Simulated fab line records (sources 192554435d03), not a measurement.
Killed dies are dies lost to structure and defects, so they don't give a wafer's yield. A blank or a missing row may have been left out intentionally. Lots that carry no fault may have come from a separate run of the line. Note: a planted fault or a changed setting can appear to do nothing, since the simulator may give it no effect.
A struck lot beside a sound one    flow n5 finfet    23 steps out of a route of 1938
Sound: the wafers L700.3, L700.4, L700.6. Struck: wafer L707.1 (left out: L707.2, L707.4 of the same lot, which were not struck); the cause appears at the end.
At each step with rows: each side's tool, then ch and its chambers, then its first start. Under that, the readings that differ: sound wafers    struck wafers    difference of the means    sigmas: that difference in standard deviations of wafers without a fault.
alike: readings with means less than 2 such deviations apart, plus words and numbers identical on both sides. not compared: withheld readings, readings lacking a value on some wafer, bounds such as >300 that could conceal the same value, and numbers that have no deviation in the record and whose values overlap.
The two part at a step that has a row with sigmas, a row that says differs or no value, or rows on one side only. When numbers do not overlap yet have no deviation, they are printed without sigmas and do not part them. A reading that every wafer of one side lacks parts them only if that side has two wafers or more.

first, 3 steps without rows for these wafers: N5_PMOS_HMC_CHANNEL_EPI_EXPOSE_06 (exposes mask PMOS HMC BLK, target cd 240 nm); N5_PMOS_HMC_CHANNEL_EPI_PEB_07 (peb time 60 s); N5_PMOS_HMC_CHANNEL_EPI_DEVELOP_08 (develop time 30 s).
N5_PMOS_HMC_CHANNEL_EPI_CD_MEAS_09: the cd target is 237.4 nm.
  sound on cd sem-01 ch 0, day 2 11:23; struck on cd sem-01 ch 0, day 4 05:39
  alike: cd nm
N5_PMOS_HMC_CHANNEL_EPI_OVL_MEAS_10:
  sound on overlay-02 ch 0, day 2 11:25; struck on overlay-02 ch 0, day 4 05:41
  alike: PMOS_HMC_BLK_OVL
N5_PMOS_HMC_CHANNEL_EPI_INSPECT_11: inspects for defects (macro).
  struck on defect inspect-01, day 4 05:42; sound on defect inspect-01, day 2 11:26
  alike: raw defect count
N5_PMOS_HMC_CHANNEL_EPI_DESCUM_14: chemistry O2, time 7.9 s.
  sound on rie diel-01 ch 0,2,3, day 2 11:28; struck on rie diel-01 ch 3, day 4 05:44
  alike: drypump motor current A, oes product au, rf vpp V, showerhead plenum p Torr, temp c, throttle valve pct
  not compared: rf hours counter h
N5_PMOS_HMC_CHANNEL_EPI_ETCH_32: etches BARC in N2/H2, stops on SiO2, target depth 85.8 nm, time 50.3 s.
  sound on rie diel-01 ch 0,2,3, day 2 11:31; struck on rie diel-01 ch 3, day 4 05:46
  alike: drypump motor current A, oes product au, rf vpp V, showerhead plenum p Torr, throttle valve pct
  not compared: rf hours counter h
then, 1 step without rows for these wafers: N5_PMOS_HMC_CHANNEL_EPI_HM_OPEN_15 (chemistry CHF3/O2, target SiO2, target depth 40.6 nm, time 20.3 s).
N5_PMOS_HMC_CHANNEL_EPI_STRIP_33: strips in N2/H2.
  sound on rie diel-01 ch 0,2,3, day 2 11:36; struck on rie diel-01 ch 3, day 4 05:52
  alike: drypump motor current A, oes product au, rf vpp V, showerhead plenum p Torr, temp c, throttle valve pct
  not compared: rf hours counter h
then, 1 step without rows for these wafers: N5_PMOS_HMC_CHANNEL_EPI_STRIP_17 (strips in SPM, time 750 s).
N5_PMOS_HMC_CHANNEL_EPI_ETCH_38: etches SiO2 in CF4, target depth 1.5 nm.
  sound on rie si-06 ch 2,3, day 2 11:55; struck on rie si-06 ch 1, day 4 06:10
  alike: drypump motor current A, oes product au, throttle valve pct
  not compared: rf hours counter h
N5_PMOS_HMC_CHANNEL_EPI_FIN_RECESS_16: chemistry HBr/Cl2, target Si, target depth 54 nm, time 18 s.
  sound on rie si-06 ch 2,3, day 2 11:56; struck on rie si-06 ch 1, day 4 06:11
reading                                           sound              struck  difference  sigmas
model.PMOS_HMC_CHANNEL_EPI.feature depth nm (nm)  53.71 54.59 54.49  58.22   +3.96       
model.etch.depth nm (nm)                          53.71 54.59 54.49  58.22   +3.96       
  alike: HBr_flow_sccm, drypump motor current A, oes product au, throttle valve pct
  not compared: rf hours counter h
then, 6 steps without rows for these wafers: N5_PMOS_HMC_CHANNEL_EPI_PRECLEAN_36 (cleans in O3/DIW, time 45 s); N5_PMOS_HMC_CHANNEL_EPI_PRECLEAN_18 (cleans in DHF, time 30 s); N5_PMOS_HMC_CHANNEL_EPI_SRD_19 (time 30 s); N5_PMOS_HMC_CHANNEL_EPI_EPI_20 (deposits SiGe30, target thk 59 nm); N5_PMOS_HMC_CHANNEL_EPI_HM_STRIP_35 (strips SiO2 in dHF, material SiO2, target depth 39.6 nm, time 216 s); N5_PMOS_HMC_CHANNEL_EPI_SRD_39 (time 30 s).
N5_PMOS_HMC_CHANNEL_EPI_CMP_21: polishes SiGe30, target thk 54 nm.
  sound on cmp-02 ch 0,1, day 2 13:26; struck on cmp-02 ch 1, day 4 07:44
reading              sound           struck  difference  sigmas
motor current A (A)  10.2 15.5 14.8  10.5    -3.0        -2
  alike: retaining ring pressure frac
N5_PMOS_HMC_CHANNEL_EPI_THK_MEAS_22:
  struck on film metro-01, day 4 07:59; sound on film metro-02, day 2 13:44
reading           sound           struck  difference  sigmas
HMC_CMP_THK (nm)  53.9 54.7 54.6  58.2    +3.8        +7
then, 1 step without rows for these wafers: N5_PMOS_HMC_CHANNEL_EPI_PRECLEAN_40 (cleans in DHF, time 30 s).
N5_PASSIVATION_PROBE_49:
  the record has rows for the sound wafers here (prober-02, day 15 21:05) and none for the struck ones

WHERE THEY PART
Earliest at N5_PMOS_HMC_CHANNEL_EPI_CMP_21; latest, in this record, at N5_PASSIVATION_PROBE_49.

WHY: what had been put in by the simulator
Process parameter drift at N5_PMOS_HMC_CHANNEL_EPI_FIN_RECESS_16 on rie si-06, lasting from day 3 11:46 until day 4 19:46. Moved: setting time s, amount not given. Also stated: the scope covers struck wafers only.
